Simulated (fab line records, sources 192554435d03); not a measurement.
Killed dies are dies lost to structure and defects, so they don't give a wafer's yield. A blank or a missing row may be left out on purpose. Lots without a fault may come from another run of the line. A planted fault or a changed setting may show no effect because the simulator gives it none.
Split-lot experiment | flow n5_finfet | 7 lots, 39 wafers read, on a route of 1938 steps

THE SPLIT
At N5_WELL_APT_EPI_41 (deposits Si from SiH4/H2, target thk 50 nm, time 297.7 s), the setting target_thk_a was moved away from the recipe's 500 angstrom on 18 of the 39 wafers read, by -7.7% to +3.7%. The other wafers ran this setting at the recipe's value.

The reading is taken at the split's own step.

THE READING
Si_of_WELL_APT_EPI_41.thk_nm (the simulator's own value, which no gauge read), in nm, at N5_WELL_APT_EPI_41 (deposits Si from SiH4/H2, target thk 50 nm, time 297.7 s). The file gives no usual value for it. The 21 wafers here that ran the recipe average 50.00 nm, standard deviation 0.65 nm.

wafer  | tool, chamber at the split | target_thk_a as run, angstrom | against the recipe | Si_of_WELL_APT_EPI_41.thk_nm, nm | against lot-mates on the recipe
L074.1 | epi_rpcvd-04, 0            | 500                           | recipe             | 50.75                            | -
L074.2 | epi_rpcvd-04, 0            | 469.6                         | -6.1%              | 47.05                            | -3.34
L074.3 | epi_rpcvd-04, 0            | 469.6                         | -6.1%              | 47.44                            | -2.95
L074.4 | epi_rpcvd-04, 0            | 500                           | recipe             | 49.52                            | -
L074.5 | epi_rpcvd-04, 0            | 500                           | recipe             | 50.91                            | -
L074.6 | epi_rpcvd-04, 0            | 469.6                         | -6.1%              | 46.93                            | -3.46
L075.1 | epi_rpcvd-04, 0            | 518.4                         | +3.7%              | 50.94                            | +1.31
L075.2 | epi_rpcvd-04, 0            | 500                           | recipe             | 49.53                            | -
L075.3 | epi_rpcvd-04, 0            | 500                           | recipe             | 49.58                            | -
L075.4 | epi_rpcvd-04, 0            | 500                           | recipe             | 49.79                            | -
L075.5 | epi_rpcvd-04, 0            | 518.4                         | +3.7%              | 52.25                            | +2.62
L075.6 | epi_rpcvd-04, 0            | 518.4                         | +3.7%              | 51.2                             | +1.57
L084.1 | epi_rpcvd-02, 0            | 461.6                         | -7.7%              | 47.69                            | -3.45
L084.2 | epi_rpcvd-02, 0            | 500                           | recipe             | 51.12                            | -
L084.3 | epi_rpcvd-02, 0            | 500                           | recipe             | 51.17                            | -
L084.4 | epi_rpcvd-02, 0            | 500                           | recipe             | 51.13                            | -
L084.5 | epi_rpcvd-02, 0            | 461.6                         | -7.7%              | 47.5                             | -3.64
L084.6 | epi_rpcvd-02, 0            | 461.6                         | -7.7%              | 48.06                            | -3.08
L085.3 | epi_rpcvd-01, 0            | 500                           | recipe             | 49.32                            | -
L085.4 | epi_rpcvd-01, 0            | 500                           | recipe             | 49.62                            | -
L085.6 | epi_rpcvd-01, 0            | 500                           | recipe             | 49.42                            | -
L086.1 | epi_rpcvd-01, 0            | 476                           | -4.8%              | 47.55                            | -2.04
L086.2 | epi_rpcvd-01, 0            | 476                           | -4.8%              | 46.67                            | -2.92
L086.3 | epi_rpcvd-01, 0            | 500                           | recipe             | 49.84                            | -
L086.4 | epi_rpcvd-01, 0            | 476                           | -4.8%              | 47.38                            | -2.21
L086.5 | epi_rpcvd-01, 0            | 500                           | recipe             | 49.05                            | -
L086.6 | epi_rpcvd-01, 0            | 500                           | recipe             | 49.89                            | -
L087.1 | epi_rpcvd-01, 0            | 500                           | recipe             | 49.8                             | -
L087.2 | epi_rpcvd-01, 0            | 500                           | recipe             | 50.08                            | -
L087.3 | epi_rpcvd-01, 0            | 481.2                         | -3.8%              | 47.83                            | -1.91
L087.4 | epi_rpcvd-01, 0            | 481.2                         | -3.8%              | 48.35                            | -1.39
L087.5 | epi_rpcvd-01, 0            | 500                           | recipe             | 49.33                            | -
L087.6 | epi_rpcvd-01, 0            | 481.2                         | -3.8%              | 47.78                            | -1.96
L096.1 | epi_rpcvd-04, 0            | 500                           | recipe             | 49.83                            | -
L096.2 | epi_rpcvd-04, 0            | 500                           | recipe             | 49.6                             | -
L096.3 | epi_rpcvd-04, 0            | 475.8                         | -4.8%              | 48.16                            | -1.88
L096.4 | epi_rpcvd-04, 0            | 500                           | recipe             | 50.68                            | -
L096.5 | epi_rpcvd-04, 0            | 475.8                         | -4.8%              | 47.64                            | -2.40
L096.6 | epi_rpcvd-04, 0            | 475.8                         | -4.8%              | 46.71                            | -3.33

THE FIT
A straight line over all 39 wafers: Si_of_WELL_APT_EPI_41.thk_nm changes by +0.418 nm for each +1% of target_thk_a; r = +0.89; the points scatter about the line by 0.7 nm.
The same after taking each lot's own level away (the mean of its wafers on the recipe; 39 wafers): +0.487 nm for each +1%; r = +0.97; scatter 0.41 nm.
On that fit, the largest move of target_thk_a shifts the reading by 3.7 nm.
The lots' own levels span 49.453 to 51.140 nm, that is 2.6 times the standard deviation above.
So the lot-to-lot level changes the slope: the two fits differ.
Check: with one of the wafers moved furthest among these (-7.7%) left out of the fit, the line predicts -3.78 nm for it against its lot-mates. It came out at -3.45 nm against them.

OTHER SPLITS ON THESE WAFERS
These wafers also went through other splits before the reading. Each is held against what the fit with the lots' levels taken away leaves over:
other split on the same wafers    | wafers away from the commonest value | r with Si_of_WELL_APT_EPI_41.thk_nm (lot level and that fit taken away)
N5_WELL_APT_EXPOSE_05 dose_mj     | 15                                   | -0.23
N5_WELL_APT_IMPLANT_15 energy_kev | 18                                   | -0.06

THE FILE'S OWN FIT
Si_of_WELL_APT_EPI_41.thk_nm changes by +0.487 nm for each +1% of target_thk_a, r = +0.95.
